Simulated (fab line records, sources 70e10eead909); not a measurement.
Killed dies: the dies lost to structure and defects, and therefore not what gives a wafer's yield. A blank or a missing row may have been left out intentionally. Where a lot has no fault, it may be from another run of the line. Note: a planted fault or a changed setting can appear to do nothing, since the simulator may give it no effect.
A lot that was struck, set against a sound lot | flow nand-harc | 18 steps out of a route of 1159
Sound: the wafers L144.3, L144.4, L144.6. Struck: wafers L151.3, L151.4, L151.5. Last of all comes the cause.
Each step with rows lists, per side, the tool, then ch with its chambers, then its first start. Under that, the readings that differ: sound wafers | struck wafers | difference of the means | sigmas: that difference in standard deviations of wafers without a fault.
alike: same words and numbers on both sides, and readings whose means sit less than 2 such deviations apart. not compared: any withheld reading, any reading some wafer has no value for, any bound like >300 that may hide the same value, and any number with overlapping values for which the record gives no deviation.
Wherever a step has rows on one side only, a row that says differs or no value, or a row with sigmas, the two part there. Numbers that have no deviation but don't overlap get no sigmas and don't part them. Lack of a reading on every wafer of one side parts them only where that side has two or more wafers.

NHARC_P_GATE_CD_MEAS_46 targets a cd of 720 nm.
  sound on cd-sem-01 ch 0, day 6 12:15; struck on cd-sem-01 ch 0, day 8 09:20
  alike: cd-nm
then, 1 step without rows for these wafers: NHARC_P_GATE_HARDBAKE_47 (time 80 s).
NHARC_P_GATE_DESCUM_48: chemistry O2, time 3 s.
  sound on rie-diel-03 ch 0,2,3, day 6 12:26; struck on rie-diel-03 ch 0,1,2, day 8 09:32
  alike: chamber-pressure-mTorr, drypump-motor-current-A, o2-flow-sccm, oes-product-au, rf-vpp-V, showerhead-plenum-p-Torr, throttle-valve-pct
  not compared: rf-hours-counter-h
next, for these wafers, 1 step has no rows: NHARC_P_GATE_IMPLANT_49.
NHARC_P_GATE_STRIP_111: strips in N2/H2, time 250 s.
  sound on plasma-asher-01 ch 0,1, day 6 12:53; struck on plasma-asher-02 ch 0,1, day 8 10:11
  alike: drypump-motor-current-A, heater-power-w
  not compared: rf-hours-counter-h
NHARC_P_GATE_STRIP_75: strips in O2.
  sound on plasma-asher-01 ch 0,1, day 6 13:06; struck on plasma-asher-02 ch 0,1, day 8 10:25
  alike: drypump-motor-current-A, heater-power-w
  not compared: rf-hours-counter-h
then, 6 steps without rows for these wafers: NHARC_P_GATE_STRIP_50 (strips in SPM, time 900 s); NHARC_P_GATE_DEHYDRATE_51 (time 120 s); NHARC_P_GATE_HMDS_52 (time 30 s); NHARC_P_GATE_COAT_53; NHARC_P_GATE_SOFTBAKE_54 (time 95 s); NHARC_P_GATE_EBR_55.
NHARC_P_GATE_EXPOSE_56: exposes mask P PSD, target cd 720 nm.
  sound on krf-scanner-04 ch 0, day 6 13:52; struck on krf-scanner-03 ch 0, day 8 11:11
  reading | sound                   | struck                  | difference | sigmas
  mask    | P_PSD#0 P_PSD#0 P_PSD#0 | P_NSD#0 P_NSD#0 P_NSD#0 | differs    |
then, 2 steps without rows for these wafers: NHARC_P_GATE_PEB_57 (peb time 85 s); NHARC_P_GATE_DEVELOP_58 (time 70 s).
NHARC_P_GATE_CD_MEAS_59 targets a cd of 720 nm.
  sound on cd-sem-01 ch 0, day 6 14:01; struck on cd-sem-03 ch 0, day 8 11:20
  reading    | sound             | struck | difference                    | sigmas
  cd-nm (nm) | 718.2 716.8 713.2 | - - -  | no value on the struck wafers |
then, 1 step without rows for these wafers: NHARC_P_GATE_HARDBAKE_60 (time 80 s).
-- record jumps: 14 days between struck wafers' starts before vs after; left off in module P_GATE, resumes in module END, first step shown is number 1159 of the route --
NHARC_END_SORT_01:
  only the struck wafers appear in the record here, on prober-01 ch 0 at day 22 07:31; the sound ones have no rows

WHERE THEY PART
At NHARC_P_GATE_EXPOSE_56 first; at NHARC_END_SORT_01 last (within this record only).

WHY: what the simulator had put in
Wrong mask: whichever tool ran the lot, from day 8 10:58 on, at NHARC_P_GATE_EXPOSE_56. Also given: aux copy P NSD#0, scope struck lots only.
